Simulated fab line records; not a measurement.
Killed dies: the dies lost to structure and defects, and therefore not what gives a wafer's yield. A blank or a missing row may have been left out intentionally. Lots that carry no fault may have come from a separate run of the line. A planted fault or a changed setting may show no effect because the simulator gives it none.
Split-lot experiment | flow n5Finfet | 21 wafers read from 7 lots, route of 1938 steps

THE SPLIT
At N5_PASSIVATION_PASS_ETCH_74 (etches SiNx in CF4/O2, target depth 220 nm, time 110 s), the setting sourceW was moved away from the recipe's 535 W on 4 of the 21 wafers read, by -17.0% to +13.4%. The other wafers ran this setting at the recipe's value.

The reading is taken at the split's own step.

THE READING
rfVppV, in V, at N5_PASSIVATION_PASS_ETCH_74 (etches SiNx in CF4/O2, target depth 220 nm, time 110 s). Fault-free wafers of this fab line usually give 241 V, standard deviation 3.8 V.

wafer  | tool, chamber at the split | sourceW as run, W | against the recipe | rfVppV, V | against lot-mates on the recipe
L076.2 | rieDiel-05, 1              | 535               | recipe             | 246       | -
L076.3 | rieDiel-05, 0              | 535               | recipe             | 244       | -
L076.4 | rieDiel-05, 2              | 535               | recipe             | 246       | -
L079.1 | rieDiel-05, 1              | 535               | recipe             | 247       | -
L079.2 | rieDiel-05, 3              | 535               | recipe             | 238       | -
L079.4 | rieDiel-05, 0              | 535               | recipe             | 242       | -
L078.1 | rieDiel-06, 2              | 535               | recipe             | 234       | -
L078.4 | rieDiel-06, 1              | 535               | recipe             | 238       | -
L078.6 | rieDiel-06, 0              | 444               | -17.0%             | 265       | +29
L084.1 | rieDiel-01, 0              | 535               | recipe             | 236       | -
L084.3 | rieDiel-01, 1              | 535               | recipe             | 245       | -
L084.6 | rieDiel-01, 2              | 606.5             | +13.4%             | 226       | -14
L087.1 | rieDiel-01, 0              | 446.3             | -16.6%             | 262       | +18
L087.4 | rieDiel-01, 1              | 535               | recipe             | 244       | -
L087.5 | rieDiel-01, 0              | 446.3             | -16.6%             | 262       | +18
L088.1 | rieDiel-06, 0              | 535               | recipe             | 238       | -
L088.5 | rieDiel-06, 1              | 535               | recipe             | 239       | -
L088.6 | rieDiel-06, 2              | 535               | recipe             | 235       | -
L090.3 | rieDiel-06, 2              | 535               | recipe             | 234       | -
L090.5 | rieDiel-06, 3              | 535               | recipe             | 235       | -
L090.6 | rieDiel-06, 2              | 535               | recipe             | 236       | -

FIT RESULTS
A straight line over all 21 wafers: rfVppV changes by -1.31 V for each +1% of sourceW; r = -0.90; the points scatter about the line by 4.4 V.
The same after taking each lot's own level away (the mean of its wafers on the recipe; 21 wafers): -1.25 V for each +1%; r = -0.94; scatter 3.1 V.
According to that fit, moving sourceW by its largest amount changes the reading by 21 V.
Across the lots, their own levels run from 235.0 to 245.3 V, a range of 2.7 times the standard deviation given above.
Consequently the slope shifts little with the lot-to-lot level, the two slopes agreeing.
Check: for one of the wafers moved furthest among these (-17.0%), held out of the fit, the line's prediction against its lot-mates is +18.5 V. Against them it came out at +29 V.
Tool readings at the split's step, against how far the setting was moved: rfVppV r = -0.90.

OTHER SPLITS ON THESE WAFERS
Note: prior to the reading, these wafers also went through further splits. Each is held against what the fit with the lots' levels taken away leaves over:
other split on the same wafers  | wafers away from the commonest value | r with rfVppV (lot level and that fit taken away)
N5_BEOL_M15_PEB_26 pebTimeS     | 8                                    | +0.03
N5_PASSIVATION_EXPOSE_07 doseMj | 6                                    | +0.15

THE WHOLE CHAIN: every reading that the file lists as answering this split, in the file's order
step                        | what it does                                            | reading                                                             | change (the file's fit)               | r (the file's)
N5_PASSIVATION_PASS_ETCH_74 | etches SiNx in CF4/O2, target depth 220 nm, time 110 s  | rfVppV                                                              | -1.34 V for each +1% of the setting   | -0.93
N5_PASSIVATION_PASS_ETCH_74 | etches SiNx in CF4/O2, target depth 220 nm, time 110 s  | etch.depthNm (the simulator's own value, which no gauge read)       | +2.31 nm for each +1% of the setting  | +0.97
N5_PASSIVATION_PASS_ETCH_74 | etches SiNx in CF4/O2, target depth 220 nm, time 110 s  | TV_OPEN.cdOffsetNm (the simulator's own value, which no gauge read) | -0.108 nm for each +1% of the setting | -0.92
N5_PASSIVATION_VIA_ETCH_13  | etches SiO2 in CHF3/O2, target depth 660 nm, time 330 s | TV_OPEN.cdOffsetNm (the simulator's own value, which no gauge read) | -0.115 nm for each +1% of the setting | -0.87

THE FILE'S OWN FIT
rfVppV changes by -1.34 V for each +1% of sourceW, r = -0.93.
